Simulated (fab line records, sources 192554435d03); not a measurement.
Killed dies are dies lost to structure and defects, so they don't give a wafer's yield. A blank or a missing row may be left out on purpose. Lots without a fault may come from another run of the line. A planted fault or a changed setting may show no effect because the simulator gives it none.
Chamber matching | flow n5_finfet | N5_BEOL_M0_SAQP_SPACER1_ETCHBACK_99 on rie_diel-02: 4 sister chambers
The step etches SiO2 in CHF3/O2, target depth 15.4 nm, time 7.7 s. 14 wafers are shown with their chamber, then 7 later ones without.

WAFERS WITH THEIR CHAMBER
wafer  | chamber | throttle_valve_pct (%) | drypump_motor_current_A (A) | rf_vpp_V (V)
L079.3 | 3       | 18.60                  | 5.8                         | 556
L079.4 | 2       | 19.25                  | 5.7                         | 529
L079.6 | 2       | 19.26                  | 5.7                         | 530
L080.1 | 2       | 19.26                  | 5.7                         | 531
L080.3 | 1       | 19.34                  | 5.7                         | 509
L080.4 | 0       | 18.47                  | 6.7                         | 512
L082.3 | 3       | 18.61                  | 5.8                         | 555
L082.4 | 0       | 18.47                  | 6.7                         | 512
L082.6 | 1       | 19.36                  | 5.7                         | 509
L085.1 | 2       | 19.27                  | 5.7                         | 531
L085.2 | 1       | 19.37                  | 5.8                         | 510
L085.6 | 1       | 19.36                  | 5.7                         | 511
L086.2 | 1       | 19.37                  | 5.7                         | 509
L086.5 | 3       | 18.62                  | 5.8                         | 554

SIGNATURES (means of the wafers above)
reading                 | chamber 0 | chamber 1 | chamber 2 | chamber 3 | scatter within a chamber
throttle_valve_pct      | 18.4700   | 19.3600   | 19.2600   | 18.6100   | 0.01
drypump_motor_current_A | 6.700     | 5.720     | 5.700     | 5.800     | 0.0283
rf_vpp_V                | 512.00    | 509.60    | 530.25    | 555.00    | 0.892
Rule: a wafer's distance from a chamber is the root of the sum, over the readings, of the square of ((its reading less the chamber's mean) divided by the reading's scatter). The wafer belongs to the nearest chamber; if the next one is less than 2 further off, it can't be placed. The scatter: the root of (the sum of the squares of (reading less its chamber's mean) over the shown wafers, divided by (wafers less chambers)).

WAFERS WITHOUT THEIR CHAMBER
wafer  | throttle_valve_pct (%) | drypump_motor_current_A (A) | rf_vpp_V (V)
L086.6 | 18.48                  | 6.6                         | 513
L090.1 | 18.63                  | 5.9                         | 556
L090.3 | 19.37                  | 5.7                         | 510
L090.5 | 19.39                  | 5.7                         | 512
L094.2 | 18.65                  | 5.8                         | 556
L094.3 | 19.40                  | 5.7                         | 508
L094.5 | 18.64                  | 5.8                         | 555

WHICH CHAMBER EACH WENT THROUGH
wafer  | from the rows above | in truth
L086.6 | 0                   | 0
L090.1 | 3                   | 3
L090.3 | 1                   | 1
L090.5 | 1                   | 1
L094.2 | 3                   | 3
L094.3 | 1                   | 1
L094.5 | 3                   | 3
Placed correctly: 7 of 7. Can't be placed from these rows: 0. Placed wrongly: 0.
